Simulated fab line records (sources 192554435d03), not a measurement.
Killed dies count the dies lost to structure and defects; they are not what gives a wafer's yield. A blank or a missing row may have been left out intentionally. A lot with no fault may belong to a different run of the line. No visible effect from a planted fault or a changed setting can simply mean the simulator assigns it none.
Which of the tools did it? ; flow n5-finfet ; 9 lots, 27 wafers sampled, at 5 steps of a route of 1938

## WHAT EACH GAUGE READ, for each wafer
N5_HKMG_FIN_INSPECT_61: inspects for defects (macro).
lot;measured;on;raw-defect-count
L796;day 4 01:25;defect-inspect-01;1 3 2
L797;day 4 08:10;defect-inspect-02;5 0 4
L802;day 5 16:06;defect-inspect-02;1 2 0
L803;day 5 17:44;defect-inspect-02;0 2 5
L810;day 7 13:43;defect-inspect-02;2 2 1
L811;day 7 19:46;defect-inspect-01;2 3 3
L816;day 8 23:56;defect-inspect-02;3 5 1
L817;day 9 05:03;defect-inspect-01;2 1 1
L818;day 9 15:13;defect-inspect-01;2 2 2

N5_BEOL_M4_RC_MEAS_101.
lot;measured;on;DIBL_N (mV/V);DIBL_P (mV/V);IOFF_N (nA/um);IOFF_N_LIN (nA/um);IOFF_N_LONG (nA/um);IOFF_P (nA/um);ION_N (uA/um);ION_P (uA/um);SS_N (mV/dec);SS_P (mV/dec);VT_N (mV);VT_N_LONG (mV);VT_N_LVT (mV);VT_P (mV)
L796;day 7 22:57;prober-02;37.0 36.5 36.5;37.6 35.3 36.1;0.15 0.13 0.13;0.072 0.062 0.064;5.62e-05 5.6e-05 5.53e-05;0.22 0.18 0.19;676 657 660;466 450 457;71.2 71.2 71.4;73.8 73.2 72.7;250 253 252;275.0 275.1 273.9;98 101 101;-250 -253 -251
L797;day 8 08:36;prober-01;36.6 34.4 35.2;36.7 35.1 36.2;0.16 0.12 0.14;0.076 0.056 0.070;5.63e-05 5.54e-05 5.56e-05;0.23 0.21 0.23;671 640 667;469 456 472;71.6 70.6 70.9;73.5 73.6 73.5;250 257 253;275.1 274.5 274.8;101 107 101;-248 -249 -249
L802;day 9 12:15;prober-02;35.1 37.4 38.2;36.0 37.4 37.8;0.15 0.18 0.18;0.069 0.081 0.078;5.62e-05 5.67e-05 5.75e-05;0.20 0.23 0.24;675 683 668;460 466 467;71.0 71.9 73.1;73.3 74.1 73.8;249 248 248;277.9 274.7 276.0;101 98 98;-250 -251 -249
L803;day 9 11:01;prober-02;35.9 33.1 36.3;36.7 32.7 36.9;0.16 0.11 0.17;0.075 0.055 0.080;5.57e-05 5.65e-05 5.7e-05;0.22 0.16 0.22;684 657 678;462 456 460;70.7 70.2 71.2;73.4 71.7 73.2;248 252 247;274.8 274.8 272.2;98 104 96;-252 -254 -248
L810;day 11 21:35;prober-01;34.7 36.6 36.2;34.6 36.6 35.9;0.13 0.15 0.07;0.063 0.073 0.034;5.28e-05 5.4e-05 3.67e-05;0.18 0.20 0.19;674 669 468;464 457 465;70.5 71.8 71.5;73.1 72.7 72.9;248 251 273;275.9 274.5 293.5;101 99 121;-256 -250 -252
L811;day 11 16:10;prober-01;38.7 38.1 36.4;40.9 38.9 37.9;0.24 0.11 0.17;0.107 0.043 0.080;5.59e-05 3.73e-05 5.56e-05;0.30 0.25 0.22;691 458 684;472 463 469;72.6 72.7 71.6;73.3 72.8 74.0;244 266 251;273.4 295.0 274.1;92 116 97;-245 -244 -247
L816;day 13 07:49;prober-01;37.3 35.4 35.8;37.4 36.2 35.8;0.19 0.16 0.17;0.090 0.077 0.080;5.92e-05 5.91e-05 5.92e-05;0.26 0.23 0.23;682 676 688;470 472 471;71.5 70.8 70.9;73.0 73.6 72.9;244 247 247;271.0 272.5 274.1;94 95 96;-246 -248 -248
L817;day 13 22:16;prober-02;36.2 37.0 35.5;39.0 39.4 37.0;0.16 0.16 0.14;0.075 0.075 0.066;5.3e-05 5.31e-05 5.43e-05;0.23 0.22 0.19;667 662 672;459 451 461;71.7 71.6 71.8;73.3 73.5 73.1;252 249 252;275.3 277.3 277.0;98 99 100;-248 -250 -250
L818;day 13 22:01;prober-01;38.1 37.9 35.8;39.6 38.2 37.0;0.19 0.18 0.15;0.087 0.084 0.071;5.23e-05 5.57e-05 5.31e-05;0.26 0.23 0.20;677 696 674;462 474 464;72.5 72.1 71.2;74.5 74.2 74.0;246 249 251;277.0 275.8 274.9;95 96 100;-246 -248 -251

## WHAT TOOL EACH LOT RAN ON (gives the tool, then ch and the chambers of the sampled wafers, and finally the start)
lot;N5_HKMG_FIN_ETCH_58;N5_HKMG_FIN_ETCH_35;N5_HKMG_FIN_STRIP_90
L796;rie-diel-04 ch 0,2,3, day 4 01:46;rie-diel-06 ch 0,1,3, day 4 05:07;rie-diel-05 ch 0,1,2, day 4 07:16
L797;rie-diel-05 ch 0,1,3, day 4 08:30;rie-diel-05 ch 0,1,3, day 4 11:55;rie-diel-06 ch 2,3, day 4 14:07
L802;rie-diel-04 ch 2,3, day 5 16:26;rie-diel-05 ch 2,3, day 5 19:51;rie-diel-05 ch 0,1,3, day 5 22:00
L803;rie-diel-05 ch 1,2,3, day 5 18:05;rie-diel-05 ch 1,2, day 5 21:26;rie-diel-04 ch 1,2, day 5 23:37
L810;rie-diel-04 ch 0,2,3, day 7 14:04;rie-diel-05 ch 0,1, day 7 17:19;rie-diel-05 ch 0,1,3, day 7 19:28
L811;rie-diel-04 ch 1,2,3, day 7 20:06;rie-diel-05 ch 0,2,3, day 7 23:28;rie-diel-04 ch 1,3, day 8 01:47
L816;rie-diel-04 ch 1,2, day 9 00:39;rie-diel-04 ch 1,2, day 9 04:41;rie-diel-05 ch 0,2,3, day 9 07:02
L817;rie-diel-04 ch 1,2,3, day 9 05:38;rie-diel-06 ch 0,1,2, day 9 09:07;rie-diel-04 ch 1,2,3, day 9 11:28
L818;rie-diel-04 ch 0,2, day 9 15:33;rie-diel-06 ch 1,2,3, day 9 18:55;rie-diel-04 ch 0,1,3, day 9 21:08
- N5_HKMG_FIN_ETCH_58: etches SOC in N2/H2, target depth 215.8 nm, time 741 s.
- N5_HKMG_FIN_ETCH_35: etches SOC in N2/H2, target depth 215.8 nm, time 243.4 s.
- N5_HKMG_FIN_STRIP_90: strips SOC in N2/H2, time 20 s.

## AS READ BY THE TOOLS THEMSELVES (means over the sampled wafers that have a number; for cases with no such wafer, the mark the record gives instead)
N5_HKMG_FIN_ETCH_58.
lot;tool;drypump-motor-current-A (A);oes-product-au (a.u.);rf-vpp-V (V);showerhead-plenum-p-Torr (Torr);throttle-valve-pct (%)
L796;rie-diel-04;5.3;0.76;99.5;2.59;17.94
L797;rie-diel-05;5.8;0.78;99.3;2.50;17.90
L802;rie-diel-04;4.9;0.74;98.5;2.51;17.95
L803;rie-diel-05;6.0;0.80;99.1;2.50;17.76
L810;rie-diel-04;5.3;0.74;98.8;2.58;17.99
L811;rie-diel-04;5.2;0.78;99.3;2.55;17.94
L816;rie-diel-04;5.5;0.80;99.7;2.59;17.95
L817;rie-diel-04;5.2;0.76;99.6;2.55;17.98
L818;rie-diel-04;5.3;0.71;99.8;2.64;17.94

N5_HKMG_FIN_ETCH_35.
lot;tool;drypump-motor-current-A (A);oes-product-au (a.u.);rf-vpp-V (V);showerhead-plenum-p-Torr (Torr);throttle-valve-pct (%)
L796;rie-diel-06;5.7;0.72;141.0;2.46;18.02
L797;rie-diel-05;5.8;0.78;140.7;2.50;17.95
L802;rie-diel-05;5.8;0.81;142.0;2.54;17.68
L803;rie-diel-05;6.4;0.81;141.7;2.52;17.85
L810;rie-diel-05;6.0;0.69;141.5;2.46;18.13
L811;rie-diel-05;5.9;0.73;142.6;2.54;17.91
L816;rie-diel-04;5.2;0.75;142.4;2.61;17.95
L817;rie-diel-06;5.9;0.77;140.8;2.46;17.86
L818;rie-diel-06;5.4;0.85;141.3;2.46;17.73

N5_HKMG_FIN_STRIP_90.
lot;tool;drypump-motor-current-A (A);oes-product-au (a.u.);rf-vpp-V (V);showerhead-plenum-p-Torr (Torr);temp-c (C);throttle-valve-pct (%)
L796;rie-diel-05;6.1;0.79;53.8;3.33;40.01;19.1
L797;rie-diel-06;5.3;0.69;54.6;3.34;40.13;19.2
L802;rie-diel-05;5.8;0.76;54.9;3.30;40.00;19.0
L803;rie-diel-04;5.2;0.78;54.1;3.46;40.00;19.0
L810;rie-diel-05;5.8;0.75;53.4;3.29;40.08;19.1
L811;rie-diel-04;5.5;0.83;54.2;3.35;40.04;19.4
L816;rie-diel-05;5.9;0.76;53.5;3.34;39.90;19.0
L817;rie-diel-04;5.2;0.75;54.1;3.36;40.04;19.2
L818;rie-diel-04;5.6;0.78;53.3;3.38;39.94;19.5

## THE ANSWER, worked out from the rows above alone
Rule: the usual values come from the lots themselves. Put in order of their means at a reading, lots are off if they are a third of the lots or fewer, leave a main group of 4 or more, and stand apart from it by a gap of 3 or more times the standard deviation of the main group's means; of several such gaps the widest counts. The tables above print the reading to a certain number of digits; a main group whose means all agree to those digits is not used. Also off: a lot with no number at a reading for which 4 or more lots have one. The other lots that the step has rows for count as sound. The gauges are gone through in route order, then the tools' own readings, and for those a lot's mean is taken as printed above. The first step at which some lot is off is used, and at that step the reading that is off furthest; a lot without a number counts as furthest.
Off: at N5_BEOL_M4_RC_MEAS_101 (ION_N), L810, L811. The main group: mean 672 uA/um, standard deviation 8.1.
A tool fits if, at a process step before that reading, it ran every lot that is off, and no sound lot after the first of them. The gauges at N5_BEOL_M4_RC_MEAS_101 are tried like those tools. One fits: rie-diel-05 at N5_HKMG_FIN_ETCH_35. Its last sound lot is L803 (day 5 21:26), its first lot that is off L810 (day 7 17:19): a fault that began between those two fits.

## WHAT THE SIMULATOR HAD INSERTED
rie-diel-05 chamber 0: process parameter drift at N5_HKMG_FIN_ETCH_35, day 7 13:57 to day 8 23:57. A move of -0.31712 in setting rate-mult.
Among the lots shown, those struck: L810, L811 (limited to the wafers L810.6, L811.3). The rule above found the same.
